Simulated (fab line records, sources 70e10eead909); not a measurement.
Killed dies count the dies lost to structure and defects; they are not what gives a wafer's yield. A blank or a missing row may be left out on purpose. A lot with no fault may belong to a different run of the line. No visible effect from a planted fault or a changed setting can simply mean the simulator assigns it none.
Which tool is to blame? + flow nandHarc + 14 lots with 42 wafers sampled at 4 steps, on a route of 1302 steps

## WHAT THE GAUGES READ, wafer by wafer
The record lacks any reading of a measuring or inspecting step that a usual standard deviation could be used to judge.

## WHAT TOOL EACH LOT RAN ON (gives the tool, then ch and the chambers of the sampled wafers, and finally the start)
| lot  | NHARC_A_STAIRCASE_TRIM_193                   | NHARC_A_STAIRCASE_ETCH_199                   | NHARC_A_STAIRCASE_PEB_215        | NHARC_A_STAIRCASE_TRIM_224    |
|------|----------------------------------------------|----------------------------------------------|----------------------------------|-------------------------------|
| L864 | rieDiel-04 ch 1,2,3, day 16 12:25 or earlier | rieDiel-01 ch 0,3, day 16 12:25 or earlier   | lithoTrack-05 ch 0, day 16 12:25 | rieDiel-04 ch 0,1, no start   |
| L863 | rieDiel-07 ch 0,3, day 16 14:18 or earlier   | rieDiel-01 ch 0,1,2, day 16 14:18 or earlier | lithoTrack-05 ch 0, day 16 14:18 | rieDiel-04 ch 0,2,3, no start |
| L867 | rieDiel-01 ch 1,2,3, day 18 14:04 or earlier | rieDiel-01 ch 0,1,3, day 18 14:04 or earlier | lithoTrack-05, day 18 14:04      | rieDiel-07 ch 1,2,3, no start |
| L868 | rieDiel-04 ch 2,3, day 18 14:59 or earlier   | rieDiel-04 ch 1,2,3, day 18 14:59 or earlier | lithoTrack-03, day 18 14:59      | rieDiel-01 ch 0,2,3, no start |
| L874 | rieDiel-04 ch 0,3, day 20 13:07 or earlier   | rieDiel-07 ch 0,1, day 20 13:07 or earlier   | lithoTrack-03 ch 0, day 20 13:07 | rieDiel-07 ch 0,3, no start   |
| L875 | rieDiel-04 ch 1,2,3, day 21 01:20 or earlier | rieDiel-04 ch 0,1,2, day 21 01:20 or earlier | lithoTrack-03 ch 0, day 21 01:20 | rieDiel-04 ch 0,1, no start   |
| L876 | rieDiel-04 ch 2,3, day 21 23:38 or earlier   | rieDiel-07 ch 0,3, day 21 23:38 or earlier   | lithoTrack-05 ch 0, day 21 23:38 | rieDiel-01 ch 0,3, no start   |
| L877 | rieDiel-07 ch 0,1,2, day 22 13:56 or earlier | rieDiel-07 ch 0,1,2, day 22 13:56 or earlier | lithoTrack-02 ch 0, day 22 13:56 | rieDiel-07 ch 0,1,2, no start |
| L878 | rieDiel-01 ch 0,1,3, day 22 14:43 or earlier | rieDiel-04 ch 0,1, day 22 14:43 or earlier   | lithoTrack-05 ch 0, day 22 14:43 | rieDiel-01 ch 0,2, no start   |
| L880 | rieDiel-01 ch 0,1,3, day 23 21:18 or earlier | rieDiel-01 ch 0,1,2, day 23 21:18 or earlier | lithoTrack-03 ch 0, day 23 21:18 | rieDiel-01 ch 0,1,2, no start |
| L879 | rieDiel-04 ch 1,2,3, day 23 22:17 or earlier | rieDiel-04 ch 1,3, day 23 22:17 or earlier   | lithoTrack-03 ch 0, day 23 22:17 | rieDiel-04 ch 1,2,3, no start |
| L881 | rieDiel-04 ch 2,3, day 24 07:37 or earlier   | rieDiel-04 ch 1,2,3, day 24 07:37 or earlier | lithoTrack-02 ch 0, day 24 07:37 | rieDiel-04 ch 1,3, no start   |
| L882 | rieDiel-01 ch 2,3, day 24 08:14 or earlier   | rieDiel-01 ch 0,2,3, day 24 08:14 or earlier | lithoTrack-03 ch 0, day 24 08:14 | rieDiel-04 ch 1,3, no start   |
| L885 | rieDiel-01 ch 0,3, day 25 11:47 or earlier   | rieDiel-04 ch 0,1, day 25 11:47 or earlier   | lithoTrack-03 ch 0, day 25 11:47 | rieDiel-07 ch 0,2, no start   |
- NHARC_A_STAIRCASE_TRIM_193: chemistry O2, time 211.2 s.
- NHARC_A_STAIRCASE_ETCH_199: etches the open film in C4F8/O2, target depth 100 nm, time 40.5 s.
- NHARC_A_STAIRCASE_PEB_215: peb time 130 s.
- NHARC_A_STAIRCASE_TRIM_224: chemistry O2, time 211.2 s.

## AS READ BY THE TOOLS THEMSELVES (means over the sampled wafers that have a number; for cases with no such wafer, the mark the record gives instead)
NHARC_A_STAIRCASE_TRIM_193.
| lot  | tool       | drypumpMotorCurrentA (A) | oesProductAu (a.u.) | rfVppV (V) | showerheadPlenumPTorr (Torr) | throttleValvePct (%) |
|------|------------|--------------------------|---------------------|------------|------------------------------|----------------------|
| L864 | rieDiel-04 | 5.6                      | 1.007               | 57.7       | 3.63                         | 17.034               |
| L863 | rieDiel-07 | 5.3                      | 1.001               | 58.4       | 3.72                         | 17.036               |
| L867 | rieDiel-01 | 6.1                      | 1.007               | 56.9       | 3.45                         | 17.038               |
| L868 | rieDiel-04 | 5.6                      | 0.993               | 58.1       | 3.57                         | 17.036               |
| L874 | rieDiel-04 | 5.7                      | 0.999               | 58.1       | 3.62                         | 17.032               |
| L875 | rieDiel-04 | 5.6                      | 0.984               | 57.6       | 3.61                         | 17.035               |
| L876 | rieDiel-04 | 5.7                      | 0.988               | 57.8       | 3.56                         | 17.035               |
| L877 | rieDiel-07 | 5.4                      | 1.010               | 58.3       | 3.58                         | 17.035               |
| L878 | rieDiel-01 | 6.1                      | 1.005               | 57.8       | 3.40                         | 17.035               |
| L880 | rieDiel-01 | 6.1                      | 1.007               | 56.5       | 3.39                         | 17.039               |
| L879 | rieDiel-04 | 5.6                      | 0.999               | 58.6       | 3.60                         | 17.041               |
| L881 | rieDiel-04 | 5.7                      | 0.994               | 58.8       | 3.55                         | 17.029               |
| L882 | rieDiel-01 | 6.1                      | 0.995               | 57.3       | 3.50                         | 17.031               |
| L885 | rieDiel-01 | 5.9                      | 1.010               | 57.7       | 3.43                         | 17.042               |

NHARC_A_STAIRCASE_ETCH_199.
| lot  | tool       | oesProductAu (a.u.) | rfVppV (V) |
|------|------------|---------------------|------------|
| L864 | rieDiel-01 | 0.968               | 894        |
| L863 | rieDiel-01 | 0.958               | 892        |
| L867 | rieDiel-01 | 0.954               | 892        |
| L868 | rieDiel-04 | 0.952               | 899        |
| L874 | rieDiel-07 | 0.961               | 901        |
| L875 | rieDiel-04 | 0.943               | 901        |
| L876 | rieDiel-07 | 0.953               | 901        |
| L877 | rieDiel-07 | 0.958               | 898        |
| L878 | rieDiel-04 | 0.968               | 904        |
| L880 | rieDiel-01 | 0.970               | 891        |
| L879 | rieDiel-04 | 0.938               | 900        |
| L881 | rieDiel-04 | 0.934               | 899        |
| L882 | rieDiel-01 | 0.957               | 894        |
| L885 | rieDiel-04 | 0.953               | 902        |

NHARC_A_STAIRCASE_PEB_215.
| lot  | tool          | chillPlateTempC (C) | exhaustPa (Pa) | plateTempC (C) |
|------|---------------|---------------------|----------------|----------------|
| L864 | lithoTrack-05 | 23.05               | 44.3           | 114.87         |
| L863 | lithoTrack-05 | 22.98               | 45.7           | 114.97         |
| L867 | lithoTrack-05 | -                   | -              | -              |
| L868 | lithoTrack-03 | -                   | -              | -              |
| L874 | lithoTrack-03 | 23.08               | 44.9           | 115.09         |
| L875 | lithoTrack-03 | 22.97               | 45.7           | 115.09         |
| L876 | lithoTrack-05 | 23.18               | 45.9           | 115.04         |
| L877 | lithoTrack-02 | 23.03               | 45.6           | 114.99         |
| L878 | lithoTrack-05 | 22.98               | 44.7           | 115.05         |
| L880 | lithoTrack-03 | 23.11               | 45.5           | 114.93         |
| L879 | lithoTrack-03 | 22.92               | 44.6           | 114.95         |
| L881 | lithoTrack-02 | 23.03               | 45.7           | 114.94         |
| L882 | lithoTrack-03 | 22.95               | 45.5           | 115.03         |
| L885 | lithoTrack-03 | 23.03               | 44.2           | 114.89         |

NHARC_A_STAIRCASE_TRIM_224.
| lot  | tool       | drypumpMotorCurrentA (A) | oesProductAu (a.u.) | rfVppV (V) | showerheadPlenumPTorr (Torr) | throttleValvePct (%) |
|------|------------|--------------------------|---------------------|------------|------------------------------|----------------------|
| L864 | rieDiel-04 | 5.7                      | 0.999               | 58.5       | 3.73                         | 17.028               |
| L863 | rieDiel-04 | 5.7                      | 1.002               | 57.4       | 3.64                         | 17.040               |
| L867 | rieDiel-07 | 5.5                      | 0.997               | 58.7       | 3.63                         | 17.039               |
| L868 | rieDiel-01 | 5.9                      | 1.006               | 58.1       | 3.49                         | 17.037               |
| L874 | rieDiel-07 | 5.3                      | 1.006               | 56.5       | 3.66                         | 17.045               |
| L875 | rieDiel-04 | 5.7                      | 0.997               | 58.3       | 3.71                         | 17.035               |
| L876 | rieDiel-01 | 6.1                      | 1.009               | 57.6       | 3.47                         | 17.036               |
| L877 | rieDiel-07 | 5.4                      | 1.003               | 58.2       | 3.58                         | 17.043               |
| L878 | rieDiel-01 | 5.7                      | 1.011               | 57.9       | 3.44                         | 17.029               |
| L880 | rieDiel-01 | 5.9                      | 1.008               | 57.4       | 3.39                         | 17.039               |
| L879 | rieDiel-04 | 5.6                      | 0.994               | 57.4       | 3.60                         | 17.029               |
| L881 | rieDiel-04 | 5.6                      | 1.007               | 58.5       | 3.60                         | 17.030               |
| L882 | rieDiel-04 | 5.5                      | 0.995               | 58.2       | 3.64                         | 17.038               |
| L885 | rieDiel-07 | 5.2                      | 0.998               | 57.4       | 3.52                         | 17.037               |

## THE ANSWER, worked out from the rows above alone
Rule: the usual values come from the lots themselves. The widest of any qualifying gaps counts: lots, ordered by their means at a reading, are off when they make up no more than a third of the lots, leave a main group of 4 or more, and stand apart from it by 3 or more times the standard deviation of that group's means. A main group is skipped when, at the precision printed for the reading in the tables above, its means are all equal. Also off: a lot with no number at a reading for which 4 or more lots have one. Where the step has rows for the other lots, those lots are counted as sound. First the gauges in route order, then the tools' own readings, where a lot's mean is used as printed above. At the first step where some lot is off, the reading lying furthest off is the one used; lots without a number count as furthest.
Off at NHARC_A_STAIRCASE_PEB_215 (chillPlateTempC): L867, L868. Without a number there: L867, L868. The main group has a mean of 23.03 C with a standard deviation of 0.07.
If a tool, at that step or one of the process steps before it, ran each lot that is off and ran no sound lot following the first of them, it fits. With no start given for some of its lots, NHARC_A_STAIRCASE_TRIM_193 uses the hours and lot order of NHARC_A_STAIRCASE_PEB_215. With no start given for some of its lots, NHARC_A_STAIRCASE_ETCH_199 uses the hours and lot order of NHARC_A_STAIRCASE_PEB_215. Of those tried, none fits.

## WHAT HAD BEEN PUT IN BY THE SIMULATOR
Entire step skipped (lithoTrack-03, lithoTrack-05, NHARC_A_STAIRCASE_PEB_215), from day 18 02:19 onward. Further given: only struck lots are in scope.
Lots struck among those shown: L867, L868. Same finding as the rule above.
